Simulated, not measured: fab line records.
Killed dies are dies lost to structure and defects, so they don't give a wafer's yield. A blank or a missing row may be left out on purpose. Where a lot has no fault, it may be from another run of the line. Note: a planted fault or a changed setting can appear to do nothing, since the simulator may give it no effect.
Chamber matching ; flow n5Finfet ; rieDiel-01 running N5_BEOL_M8_ETCH_62: 4 sister chambers
The step etches SOC in N2/H2, target depth 110 nm, overetch 22 nm, time 165 s. 7 wafers are shown with their chamber, then 7 later ones without.

== WAFERS, EACH WITH ITS CHAMBER ==
wafer;chamber;showerheadPlenumPTorr (Torr);drypumpMotorCurrentA (A)
L079.2;3;2.56;5.6
L086.2;1;2.60;5.8
L086.3;0;2.39;6.0
L089.3;0;2.39;5.9
L089.6;2;2.58;6.4
L090.4;2;2.57;6.5
L090.5;1;2.59;5.8

== WAFERS WHOSE CHAMBER IS MISSING ==
wafer;showerheadPlenumPTorr (Torr);drypumpMotorCurrentA (A)
L090.6;2.55;5.6
L092.1;2.59;5.8
L092.2;2.57;6.5
L092.4;2.57;6.5
L096.1;2.59;5.8
L096.2;2.57;6.4
L096.3;2.54;5.6

== CHAMBER TAKEN BY EACH ==
wafer;from the rows above;in truth
L090.6;3;3
L092.1;1;1
L092.2;2;2
L092.4;2;2
L096.1;1;1
L096.2;2;2
L096.3;3;3
Correct placement for 7 of the 7. Left unplaced by these rows: 0. Number placed wrongly: 0.
How it was worked out, from the rows above alone: a wafer's distance from a chamber is the root of the sum, over the readings, of the square of ((its reading less the chamber's mean) divided by the reading's scatter). If the next closest chamber is less than 2 further off than the closest, the wafer can't be placed; otherwise it belongs to the closest. A chamber's mean is the mean of its shown wafers. How the scatter is found: for the shown wafers, subtract from each reading the mean of its chamber, square and add these, divide the total by (wafers less chambers), then take the root.
